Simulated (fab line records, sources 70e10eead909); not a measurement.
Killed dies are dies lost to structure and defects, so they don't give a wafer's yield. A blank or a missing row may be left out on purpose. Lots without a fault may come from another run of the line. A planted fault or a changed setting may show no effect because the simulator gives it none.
Chamber matching | flow nand_harc | NHARC_P_M1_STRIP_18 on rie_diel-12: 3 sister chambers
The step strips in N2/H2. 6 wafers are shown with their chamber, then 6 later ones without.

WAFERS WITH THEIR CHAMBER
wafer  | chamber | drypump_motor_current_A (A) | showerhead_plenum_p_Torr (Torr)
L090.1 | 3       | 6.1                         | 1.98
L090.3 | 2       | 5.7                         | 1.99
L090.5 | 1       | 5.1                         | 2.02
L091.1 | 1       | 5.2                         | 2.02
L091.2 | 2       | 5.7                         | 1.99
L091.5 | 3       | 6.1                         | 1.97

WAFERS WITHOUT THEIR CHAMBER
wafer  | drypump_motor_current_A (A) | showerhead_plenum_p_Torr (Torr)
L092.1 | 6.1                         | 1.97
L092.2 | 5.1                         | 2.01
L093.1 | 5.7                         | 1.99
L093.5 | 6.1                         | 1.97
L093.6 | 5.7                         | 1.99
L096.1 | 5.7                         | 1.99

WHICH CHAMBER EACH WENT THROUGH
wafer  | from the rows above | in truth
L092.1 | 3                   | 3
L092.2 | 1                   | 1
L093.1 | 2                   | 2
L093.5 | 3                   | 3
L093.6 | 2                   | 2
L096.1 | 2                   | 2
Placed correctly: 6 of 6. Can't be placed from these rows: 0. Placed wrongly: 0.
How it was worked out, from the rows above alone: a wafer's distance from a chamber is the root of the sum, over the readings, of the square of ((its reading less the chamber's mean) divided by the reading's scatter). The wafer belongs to the nearest chamber; if the next one is less than 2 further off, it can't be placed. A chamber's mean is the mean of its shown wafers. The scatter: the root of (the sum of the squares of (reading less its chamber's mean) over the shown wafers, divided by (wafers less chambers)).
